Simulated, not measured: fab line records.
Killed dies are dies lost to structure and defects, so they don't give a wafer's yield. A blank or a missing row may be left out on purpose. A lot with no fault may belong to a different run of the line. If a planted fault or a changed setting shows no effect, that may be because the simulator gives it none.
fab line records	flow n5Finfet
record lots=10	wafers=28	lastDay=19
route steps=1938 shown HKMG_FIN@399 BEOL_M4@1111 PASSIVATION@1936
lots untouched by any fault: they come from a run of this same line in which no faults occurred
startH: hours from the record's first day to the start of the lot's first wafer shown	waitH: hours from the lot's prior step to this one	" identical to the entry in the row above	L1.1+2: several wafers, shown together as one row	- no value present, or no start provided	* or withheld: withheld	< > ~ a bound
route shown NAME@n: names a module that has steps shown in the file, with the first one's number in the route	usual: the fault-free wafers' mean and standard deviation	same: alike in all rows	chamber/n: place in a boat	sites: per-site readings	_std_site: standard deviation across them	_edge_site: outer sites' mean less inner sites'	radiusMm: for every site, how far away it sits from the centre of the wafer	mask NAME#n: copy n	behind: the last tool/chamber to shape the wafer	hold: what put the lot on hold/how long, in hours/how the hold closed	device: the transistor (n, p or np) that didn't switch	end of line: the same wafers' tests at the end of the route	a step without rows: its recipe alone	killed: dies lost to structure and defects at the first sort, not the wafer's yield	map: a wafer's dies, x killed, . not, _ none there
set.NAME: the setting as run; set.NAME@STEP: as run at that earlier step	model.NAME: the simulator's own value behind a step, which no gauge read
the route's steps for a sample of lots (tables are steps, rows are wafers)
services: when a tool's chamber went out of use (startH, in hours from the record's first day, below 0 if earlier), for how many hours, and the reason
## steps
# step N5_HKMG_FIN_OVL_MEAS_50
# recipe pointsPerWafer=44
# usual NDIPOLE_OVL=-0.1/0.77
# same pointsPerWafer=44
lot.wafer	tool	chamber	startH	waitH	NDIPOLE_OVL[nm]
L963.1	overlay-02	0	76.07	0.0	-0.5
L963.4	"	0	"	"	-0.8
L963.6	"	0	"	"	-0.4
L964.2	overlay-01	0	83.01	0.0	0.1
L964.4	"	0	"	"	-0.4
L964.6	"	0	"	"	-0.7
L965.3	overlay-02	0	83.46	0.0	-0.6
L965.4	"	0	"	"	-0.9
L965.6	"	0	"	"	0.0
L966.4	overlay-02	0	95.32	0.0	-0.4
L966.5	"	0	"	"	-0.7
L966.6	"	0	"	"	-0.7
L967.1	overlay-02	0	96.51	0.0	0.0
L967.3	"	0	"	"	-0.4
L969.1	overlay-02	0	107.12	0.0	-0.2
L969.2	"	0	"	"	-0.4
L971.1	overlay-02	0	119.58	0.0	1.1
L971.3	"	0	"	"	0.5
L971.4	"	0	"	"	0.8
L976.2	overlay-02	0	149.63	0.0	-1.2
L976.4	"	0	"	"	-1.2
L976.6	"	0	"	"	-0.2
L979.1	overlay-01	0	180.82	0.0	-0.5
L979.2	"	0	"	"	-0.2
L979.4	"	0	"	"	-0.6
L985.1	overlay-01	0	207.43	0.0	-0.4
L985.2	"	0	"	"	-0.4
L985.6	"	0	"	"	-1.2
# step N5_HKMG_FIN_INSPECT_61
# recipe mode=adi	inspectInstrument=macro
# usual rawDefectCount=1.8/1.3
lot.wafer	tool	chamber	startH	waitH	rawDefectCount
L963.1	defectInspect-01	-	76.09	0.0	1
L963.4	"	-	"	"	0
L963.6	"	-	"	"	3
L964.2	defectInspect-01	-	83.04	0.0	4
L964.4	"	-	"	"	3
L964.6	"	-	"	"	2
L965.3	defectInspect-01	-	83.48	0.0	3
L965.4	"	-	"	"	3
L965.6	"	-	"	"	0
L966.4	defectInspect-01	-	95.34	0.0	0
L966.5	"	-	"	"	3
L966.6	"	-	"	"	2
L967.1	defectInspect-01	-	96.54	0.0	2
L967.3	"	-	"	"	0
L969.1	defectInspect-02	-	107.14	0.0	1
L969.2	"	-	"	"	3
L971.1	defectInspect-02	-	120.55	1.0	1
L971.3	"	-	"	"	3
L971.4	"	-	"	"	0
L976.2	defectInspect-01	-	149.66	0.0	0
L976.4	"	-	"	"	2
L976.6	"	-	"	"	4
L979.1	defectInspect-01	-	180.84	0.0	1
L979.2	"	-	"	"	1
L979.4	"	-	"	"	2
L985.1	defectInspect-02	-	207.45	0.0	0
L985.2	"	-	"	"	0
L985.6	"	-	"	"	1
# step N5_HKMG_FIN_ETCH_55
# recipe chemistry=N2/H2	target=SOC	targetDepthA=2400	tempC=40	timeS=300	ionEnergyEv=200	maskMaterial=SiARC	pressureMtorr=30	sourceW=840	biasW=150	n2FlowSccm=200	h2FlowSccm=200
# usual drypumpMotorCurrentA=5.7/0.61	oesProductAu=0.81/0.086	rfVppV=523.8/2.3	showerheadPlenumPTorr=2.55/0.083	throttleValvePct=17.87/0.26
lot.wafer	tool	chamber	startH	waitH	drypumpMotorCurrentA	oesProductAu	rfHoursCounterH	rfVppV	showerheadPlenumPTorr	throttleValvePct
L963.1	rieDiel-03	1	76.22	0.0	4.7	0.91	15	522.3	2.50	18.07
L963.4	"	2	"	"	5.1	0.93	-	524.0	2.51	17.95
L963.6	"	1	"	"	4.7	0.92	-	524.1	2.50	18.08
L964.2	rieDiel-04	0	83.16	0.0	6.2	0.76	153	524.2	2.54	18.11
L964.4	"	1	"	"	6.2	0.70	235	526.1	2.62	17.70
L964.6	"	3	"	"	6.2	0.79	-	526.7	2.66	18.01
L965.3	rieDiel-03	2	83.66	0.0	5.1	0.92	22	522.3	2.51	17.94
L965.4	"	2	"	"	5.1	0.93	-	521.7	2.51	17.96
L965.6	"	0	"	"	5.7	0.68	-	521.0	2.41	18.17
L966.4	rieDiel-03	1	95.55	0.1	4.7	0.90	-	521.6	2.49	18.09
L966.5	"	0	"	"	5.7	0.69	-	520.7	2.41	18.18
L966.6	"	2	"	"	5.0	0.92	-	521.8	2.51	17.98
L967.1	rieDiel-05	3	96.66	0.0	5.7	0.90	31	520.8	2.49	17.53
L967.3	"	2	"	"	6.6	0.92	19	523.7	2.60	17.56
L969.1	rieDiel-05	3	107.40	0.0	5.7	0.89	35	521.7	2.49	17.55
L969.2	"	0	"	"	5.1	0.92	17	525.9	2.61	17.69
L971.1	rieDiel-04	0	120.69	0.0	6.2	0.74	168	522.9	2.53	18.13
L971.3	"	2	"	"	4.9	0.69	220	520.6	2.39	17.77
L971.4	"	0	"	"	6.2	0.75	-	523.1	2.53	18.13
L976.2	rieDiel-03	3	149.78	0.0	5.1	0.89	21	522.7	2.48	17.51
L976.4	"	1	"	"	4.7	0.85	-	523.8	2.48	18.12
L976.6	"	3	"	"	5.1	0.89	-	522.2	2.48	17.50
L979.1	rieDiel-03	3	180.97	0.0	5.1	0.88	31	521.7	2.48	17.52
L979.2	"	2	"	"	5.1	0.87	60	522.9	2.49	18.00
L979.4	"	0	"	"	5.7	0.96	7	528.3	2.72	17.73
L985.1	rieDiel-04	0	207.58	0.0	6.1	0.71	199	523.4	2.52	18.19
L985.2	"	1	"	"	6.3	0.89	24	524.6	2.60	17.40
L985.6	"	0	"	"	6.2	0.71	-	523.0	2.52	18.18
# step N5_HKMG_FIN_ALD_36
# recipe material=TiN	targetThkA=10	tempC=400	aldPrecursorFamily=TiCl4	aldCoReactant=NH3	pulseTimeS=1	purgeTimeS=3	coReactantPurgeTimeS=2	coReactantPulseTimeS=2	aldCycles=47	pressureTorr=3
# usual heaterPowerW=873/93	precursorPulseHeightRel=0.998/0.021
lot.wafer	tool	chamber	startH	waitH	heaterPowerW	precursorPulseHeightRel
L963.1	aldMetal-04	1	78.35	0.0	692	0.983
L963.4	"	3	"	"	928	1.029
L963.6	"	0	"	"	961	1.007
L964.2	aldMetal-02	0	85.35	0.1	828	1.011
L964.4	"	0	"	"	851	0.976
L964.6	"	3	"	"	868	1.009
L965.3	aldMetal-02	3	85.85	0.0	877	1.010
L965.4	"	0	"	"	834	0.994
L965.6	"	2	"	"	844	1.013
L966.4	aldMetal-02	0	97.63	0.2	817	1.035
L966.5	"	3	"	"	879	0.992
L966.6	"	2	"	"	837	0.986
L966.4	aldMetal-02	0	98.08	0.3	829	0.970
L966.5	"	3	"	"	876	0.987
L966.6	"	2	"	"	811	0.998
L967.1	aldMetal-02	2	98.69	0.0	834	0.975
L967.3	"	3	"	"	891	0.959
L969.1	aldMetal-02	3	109.45	0.0	839	0.990
L969.2	"	0	"	"	828	0.981
L971.1	aldMetal-01	2	122.73	0.0	828	0.974
L971.3	"	1	"	"	854	1.009
L971.4	"	3	"	"	899	1.021
L971.1	aldMetal-01	2	123.54	0.7	827	0.982
L971.3	"	1	"	"	872	0.948
L971.4	"	3	"	"	903	1.059
L976.2	aldMetal-01	2	151.82	0.0	836	0.966
L976.4	"	0	"	"	1054	1.015
L976.6	"	1	"	"	854	0.984
L979.1	aldMetal-01	1	183.00	0.0	852	0.942
L979.2	"	2	"	"	843	0.986
L979.4	"	0	"	"	1074	1.050
L985.1	aldMetal-02	3	209.70	0.0	873	1.041
L985.2	"	0	"	"	836	1.000
L985.6	"	2	"	"	856	0.963
# step N5_BEOL_M4_RC_MEAS_101
# usual DIBL_N=36.4/1.9	DIBL_P=35.8/2.1	IOFF_N=0.158/0.029	IOFF_P=0.21/0.035	ION_N=676/14	ION_P=465/9.7	SS_N=71.5/0.66	SS_P=73.4/0.7	VT_N=249.8/3	VT_P=-250/3.3
lot.wafer	tool	chamber	startH	waitH	DIBL_N[mV/V]	DIBL_P[mV/V]	IOFF_N[nA/um]	IOFF_P[nA/um]	ION_N[uA/um]	ION_P[uA/um]	SS_N[mV/dec]	SS_P[mV/dec]	VT_N[mV]	VT_P[mV]
L963.1	prober-01	0	202.33	0.0	38.5	39.9	0.219	0.27	677	463	71.9	75.0	242.7	-249
L963.4	"	0	"	"	37.8	36.8	0.196	0.21	677	455	72.8	73.8	249.7	-251
L963.6	"	0	"	"	37.9	37.4	0.190	0.21	665	452	72.8	74.1	250.0	-253
L965.3	prober-02	0	202.43	0.3	38.1	37.1	0.194	0.26	698	479	71.5	73.5	243.8	-245
L965.4	"	0	"	"	37.7	36.5	0.180	0.25	703	489	71.7	73.9	246.4	-247
L965.6	"	0	"	"	35.1	33.8	0.139	0.21	691	482	70.8	72.7	249.2	-247
L964.2	prober-01	0	203.42	0.7	34.4	34.7	0.131	0.20	649	451	71.3	73.2	250.7	-249
L964.4	"	0	"	"	33.5	33.8	0.116	0.19	652	456	70.9	73.1	254.2	-249
L964.6	"	0	"	"	34.8	35.7	0.143	0.22	674	473	71.7	73.1	250.6	-248
L966.4	prober-01	0	209.79	0.5	37.6	38.6	0.146	0.62	654	495	70.9	73.8	253.7	-220
L966.5	"	0	"	"	35.9	36.5	0.124	0.53	644	490	71.0	73.6	256.7	-223
L966.6	"	0	"	"	36.8	36.9	0.142	0.56	652	494	71.7	73.1	253.6	-224
L967.1	prober-02	0	211.23	0.3	38.7	39.5	0.200	0.23	693	465	72.1	74.2	246.4	-250
L967.3	"	0	"	"	37.0	37.7	0.170	0.21	694	473	71.2	73.7	248.1	-253
L969.1	prober-02	0	233.13	0.0	37.6	35.5	0.155	0.22	688	474	70.3	73.1	249.2	-248
L969.2	"	0	"	"	38.4	36.2	0.171	0.22	690	471	71.1	73.4	250.3	-246
L971.1	prober-02	0	242.22	0.0	36.7	36.4	0.144	0.73	677	518	72.4	73.9	254.2	-214
L971.3	"	0	"	"	33.3	32.6	0.099	0.55	668	515	70.9	72.2	258.2	-217
L971.4	"	0	"	"	37.8	36.6	0.150	0.76	660	510	72.5	73.8	255.5	-213
L976.2	prober-01	0	286.32	0.2	36.3	36.4	0.150	0.20	664	454	71.9	73.8	249.2	-253
L976.4	"	0	"	"	35.3	35.0	0.140	0.18	671	454	71.2	72.8	251.6	-254
L976.6	"	0	"	"	37.1	36.8	0.162	0.21	683	460	71.9	73.5	251.9	-253
L979.1	prober-02	0	302.32	0.0	37.2	36.5	0.184	0.24	702	483	71.8	73.5	245.4	-248
L979.2	"	0	"	"	35.7	33.7	0.157	0.20	689	468	71.6	72.7	246.4	-250
L979.4	"	0	"	"	38.0	36.4	0.185	0.23	687	467	72.3	73.7	245.8	-250
L985.1	prober-02	0	334.96	0.0	37.2	37.9	0.162	0.22	671	459	72.3	73.8	250.7	-250
L985.2	"	0	"	"	35.6	36.8	0.142	0.20	679	464	71.2	72.9	250.5	-249
L985.6	"	0	"	"	36.6	37.2	0.151	0.22	670	461	71.8	73.7	252.0	-248
# step N5_PASSIVATION_PROBE_49
# usual defectLimitedYield=91.3/1.3	killed_at_M0_to_M3=34/9.1	killed_at_M4_up=14/5.6	killedAtContacts=13/5.9	killedAtFrontEnd=39/11	killedAtOther=3.6/3	killedDies=102/16	killedOnRim=13/4	killedOpen=68/12	killedShort=33/7.3	sort_bin_4_leakage=0.00/0.01	sort_bin_5_function=5.2/0.89	sort_bin_6_memory=3.2/0.68	sort_bin_8_speed=0.00/0.027	sortNPass=1078/16	sortYieldPct=91.3/1.3
# same grossDies=1180	killedAtBackSide=0
lot.wafer	tool	chamber	startH	waitH	defectLimitedYield[%]	killed_at_M0_to_M3	killed_at_M4_up	killedAtContacts	killedAtFrontEnd	killedAtOther	killedDies	killedOnRim	killedOpen	killedShort	sort_bin_4_leakage[%]	sort_bin_5_function[%]	sort_bin_6_memory[%]	sort_bin_8_speed[%]	sortNPass	sortYieldPct[%]
L965.3	prober-02	-	313.52	0.1	91.9	28	8	5	47	8	96	17	60	34	0	4.7	3.4	0	1084	91.9
L965.4	prober-02	-	313.57	0.2	90.3	37	11	8	52	6	114	11	71	42	0	6.4	2.9	0	1066	90.3
L965.6	prober-02	-	313.67	0.3	89.9	40	16	13	48	2	119	22	85	33	0	5.3	4.5	0	1061	89.9
L966.4	prober-01	-	317.69	0.2	89.7	29	19	24	49	0	121	16	79	42	42.37	5.7	4.3	0	559	47.4
L966.5	prober-01	-	317.74	0.2	92.3	24	19	8	37	3	91	9	62	29	18.64	4.9	2.5	0	869	73.6
L966.6	prober-01	-	317.79	0.3	91.9	29	7	19	40	0	95	15	68	27	21.95	4.4	3.0	0	826	70.0
L967.1	prober-02	-	319.29	0.0	90.3	44	18	6	46	1	115	14	68	45	0	6.1	2.8	0	1065	90.3
L967.3	prober-02	-	319.39	0.1	91.5	25	7	1	60	7	100	16	61	38	0	4.8	3.2	0	1080	91.5
L969.1	prober-01	-	341.74	0.0	87.8	49	10	12	70	3	144	19	99	44	0	7.8	4.3	0	1036	87.8
L969.2	prober-01	-	341.79	0.1	88.6	50	13	18	52	2	135	15	89	44	0	6.6	4.4	0	1045	88.6
L971.1	prober-01	-	347.27	0.0	89.7	40	12	6	55	8	121	13	84	37	62.46	7.1	3.1	0	322	27.3
L971.3	prober-01	-	347.37	0.1	90.2	58	11	10	30	7	116	19	77	39	12.37	5.7	4.1	0	918	77.8
L971.4	prober-01	-	347.42	0.2	91.9	46	12	9	26	3	96	16	59	37	70.42	4.3	3.7	0	253	21.4
# killed by level:class
L965.3 STI_FIN_REVEAL:geometricParticle:open=15 GATE_CUT:geometricParticle:short=8 STI_FIN_REVEAL:geometricParticle:short=7 BEOL_M0_SAQP:geometricParticle:open=5 BEOL_M1:geometricParticle:open=5 BEOL_M3:geometricParticle:open=5 DUMMY_GATE:geometricParticle:open=4 BEOL_M2:geometricParticle:open=4
L965.4 FIN_SAQP:geometricParticle:short=12 STI_FIN_REVEAL:geometricParticle:open=12 BEOL_M1:geometricParticle:open=8 BEOL_M2:geometricParticle:open=8 FIN_SAQP:geometricParticle:open=7 MOL_CONTACT_COAG:geometricParticle:open=7 BEOL_M3:geometricParticle:open=6 BEOL_M0_SAQP:geometricParticle:short=5
L965.6 BEOL_M2:geometricParticle:open=11 BEOL_M4:geometricParticle:open=11 STI_FIN_REVEAL:geometricParticle:open=10 GATE_CUT:geometricParticle:short=10 MOL_CONTACT_COAG:geometricParticle:open=10 GATE_CUT:geometricParticle:open=9 BEOL_M3:geometricParticle:open=7 BEOL_M0_SAQP:geometricParticle:open=6
L966.4 MOL_CONTACT_COAG:geometricParticle:open=18 FIN_SAQP:geometricParticle:short=12 BEOL_M4:geometricParticle:open=10 BEOL_M0_SAQP:geometricParticle:short=10 FIN_SAQP:geometricParticle:open=9 STI_FIN_REVEAL:geometricParticle:open=8 MOL_CONTACT_COAG:geometricParticle:short=6 DUMMY_GATE:geometricParticle:open=6
L966.5 BEOL_M4:geometricParticle:open=13 BEOL_M1:geometricParticle:open=12 FIN_SAQP:geometricParticle:short=6 GATE_CUT:geometricParticle:open=6 MOL_CONTACT_COAG:geometricParticle:open=6 STI_FIN_REVEAL:geometricParticle:open=5 DUMMY_GATE:geometricParticle:open=5 GATE_CUT:geometricParticle:short=4
L966.6 FIN_SAQP:geometricParticle:open=17 MOL_CONTACT_COAG:geometricParticle:open=14 BEOL_M0_SAQP:geometricParticle:open=9 BEOL_M0_SAQP:geometricParticle:short=7 BEOL_M1:geometricParticle:open=6 FIN_SAQP:geometricParticle:short=5 DUMMY_GATE:geometricParticle:open=5 MOL_CONTACT_COAG:geometricParticle:short=5
L967.1 FIN_SAQP:geometricParticle:short=14 BEOL_M0_SAQP:geometricParticle:short=14 BEOL_M0_SAQP:geometricParticle:open=13 FIN_SAQP:geometricParticle:open=8 BEOL_M4:geometricParticle:open=8 BEOL_M1:geometricParticle:open=6 STI_FIN_REVEAL:geometricParticle:open=5 GATE_CUT:geometricParticle:open=5
L967.3 STI_FIN_REVEAL:geometricParticle:open=14 FIN_SAQP:geometricParticle:short=13 BEOL_M1:geometricParticle:open=7 ILD0:geometricParticle:short=6 FIN_SAQP:geometricParticle:open=4 STI_FIN_REVEAL:geometricParticle:short=4 GATE_CUT:geometricParticle:short=4 BEOL_M0_SAQP:geometricParticle:short=4
L969.1 STI_FIN_REVEAL:geometricParticle:open=20 FIN_SAQP:geometricParticle:open=18 BEOL_M0_SAQP:geometricParticle:open=16 BEOL_M0_SAQP:geometricParticle:short=11 BEOL_M2:geometricParticle:open=11 MOL_CONTACT_COAG:geometricParticle:open=10 FIN_SAQP:geometricParticle:short=9 BEOL_M4:geometricParticle:open=5
L969.2 MOL_CONTACT_COAG:geometricParticle:open=16 FIN_SAQP:geometricParticle:open=14 BEOL_M0_SAQP:geometricParticle:open=12 BEOL_M3:geometricParticle:open=11 FIN_SAQP:geometricParticle:short=8 BEOL_M2:geometricParticle:open=8 GATE_CUT:geometricParticle:short=7 BEOL_M0_SAQP:geometricParticle:short=7
L971.1 FIN_SAQP:geometricParticle:short=16 FIN_SAQP:geometricParticle:open=15 BEOL_M2:geometricParticle:open=11 BEOL_M3:geometricParticle:open=8 DUMMY_GATE:geometricParticle:open=7 BEOL_M0_SAQP:geometricParticle:open=7 MOL_CONTACT_COAG:geometricParticle:open=6 BEOL_M1:geometricParticle:open=5
L971.3 BEOL_M0_SAQP:geometricParticle:short=14 BEOL_M1:geometricParticle:open=13 BEOL_M0_SAQP:geometricParticle:open=10 MOL_CONTACT_COAG:geometricParticle:open=8 STI_FIN_REVEAL:geometricParticle:open=7 BEOL_M3:geometricParticle:open=7 BEOL_M2:geometricParticle:open=5 FIN_SAQP:geometricParticle:open=4
L971.4 FIN_SAQP:geometricParticle:open=8 BEOL_M1:geometricParticle:open=8 BEOL_M0_SAQP:geometricParticle:open=8 BEOL_M0_SAQP:geometricParticle:short=8 BEOL_M2:geometricParticle:open=7 MOL_CONTACT_COAG:geometricParticle:open=6 BEOL_M0:geometricParticle:short=5 BEOL_M1:geometricParticle:short=4
## services
tool	chamber	startH	hours	kind
rieDiel-03	3	69.61	-	clean
rieDiel-03	3	69.61	-	consumableReplace:focusRing
rieDiel-03	3	69.61	30.0	scheduledDown
rieDiel-03	3	69.61	30.0	ventCycle
aldMetal-01	1	89.73	3.6	repair
rieDiel-04	1	120.51	-	clean
rieDiel-04	1	120.51	-	consumableReplace:focusRing
rieDiel-04	1	120.51	22.1	scheduledDown
rieDiel-04	1	120.51	22.1	ventCycle
rieDiel-03	0	134.87	-	clean
rieDiel-03	0	134.87	-	consumableReplace:focusRing
rieDiel-03	0	134.87	-	consumableReplace:showerhead
rieDiel-03	0	134.87	27.9	scheduledDown
rieDiel-03	0	134.87	27.9	ventCycle
rieDiel-04	2	196.02	-	clean
rieDiel-04	2	196.02	-	consumableReplace:focusRing
rieDiel-04	2	196.02	-	consumableReplace:showerhead
## key
firstSign step=N5_HKMG_FIN_ALD_36	reading=visit	direction=added
effect step=N5_BEOL_M4_RC_MEAS_101	reading=VT_N	direction=up	sigmas=1.9	usual=249.8	struck=255.3
effect step=N5_PASSIVATION_PROBE_49	reading=sort_bin_4_leakage	direction=up	sigmas=99+	usual=0.00	struck=38.04
metAt N5_HKMG_FIN_ALD_36
struckLots L966,L971
notActingAt N5_HKMG_FIN_OVL_MEAS_50,N5_HKMG_FIN_INSPECT_61,N5_HKMG_FIN_ETCH_55
fault kind=repeatedStepWhole	tool=aldMetal-01,aldMetal-02,aldMetal-04	chamber=-	onsetH=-	steps=N5_HKMG_FIN_ALD_36	times=1	scope=struckLotsOnly
